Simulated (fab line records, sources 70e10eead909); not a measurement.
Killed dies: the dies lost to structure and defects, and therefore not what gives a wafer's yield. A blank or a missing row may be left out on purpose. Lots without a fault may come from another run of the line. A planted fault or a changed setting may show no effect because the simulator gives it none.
A single fault, viewed from 2 desks / flow nand_harc / what lay behind the numbers comes last; until then each desk has only its own

AT THE METROLOGY DESK
Means of the sampled wafers that have a number, per lot and without regard to the tool the lot ran on: this is what the gauges read. Any lot whose mean is over 4 standard deviations away from the usual mean is out of limits and marked OUT; that distance is given in the brackets.
Columns: A = cd_nm at NHARC_P_CONTACT_CD_MEAS_12, usual 89.9 nm; B = cd_nm at NHARC_P_CONTACT_CD_MEAS_19, usual 89.4 nm
lot=L821; first seen here=day 5 07:29; A=89.4; B=90.4
lot=L824; first seen here=day 6 03:19; A=90.2; B=89.0
lot=L825; first seen here=day 6 23:39; A=89.8; B=88.7
lot=L830; first seen here=day 7 17:37; A=90.4; B=89.8
lot=L832; first seen here=day 8 19:13; A=83.2 (-13) OUT; B=83.0 (-5.4) OUT
lot=L833; first seen here=day 9 01:13; A=84.0 (-12) OUT; B=83.9 (-4.6) OUT
lot=L837; first seen here=day 9 13:28; A=90.2; B=88.7
lot=L838; first seen here=day 9 21:43; A=89.8; B=90.3
lot=L841; first seen here=day 10 13:28; A=90.9; B=91.0
lot=L844; first seen here=day 11 00:22; A=90.2; B=91.7
lot=L843; first seen here=day 11 01:04; A=89.9; B=89.4
Finding of this desk: L832, L833 out of limits; the first was L832 at day 8 19:13, on cd_nm at NHARC_P_CONTACT_CD_MEAS_12. In limits: L821, L824, L825, L830, L837, L838, L841, L844, L843.

DESK OF THE TOOL OWNER: litho_track-06
The tool's own readings at NHARC_P_CONTACT_PEB_10 (peb time 65 s): means of the sampled wafers that have a number, for each lot that ran on this tool. Any lot whose mean is over 4 standard deviations away from the usual mean is out of limits and marked OUT; that distance is given in the brackets.
Columns: A = heater_power_total_W at NHARC_P_CONTACT_PEB_10, usual 156.6 W; B = plate_temp_C at NHARC_P_CONTACT_PEB_10, usual 100.00 C
lot=L821; first seen here=day 5 07:25; A=156.9; B=100.11
lot=L825; first seen here=day 6 23:34; A=156.6; B=99.77
lot=L832; first seen here=day 8 19:08; A=152.6 (-9.8) OUT; B=97.93 (-16) OUT
lot=L833; first seen here=day 9 01:08; A=152.7 (-9.6) OUT; B=98.24 (-14) OUT
Finding of this desk: L832, L833 out of limits; the first was L832 at day 8 19:08, on heater_power_total_W at NHARC_P_CONTACT_PEB_10. In limits: L821, L825.

ALL TOGETHER
The tool owner's desk could have raised an alarm at day 8 19:08, on L832, L833.
On L832, L833, the metrology desk was in a position to raise an alarm at day 8 19:13.
On litho_track-06, each named lot ran NHARC_P_CONTACT_PEB_10.

WHAT THE SIMULATOR PUT IN
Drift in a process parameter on litho_track-06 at NHARC_P_CONTACT_PEB_10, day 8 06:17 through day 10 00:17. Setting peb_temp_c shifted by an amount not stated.
Lots struck among those shown: L832, L833.
Fault start to first reading out of limits, in hours, per desk: tool owner, 13; metrology, 13.
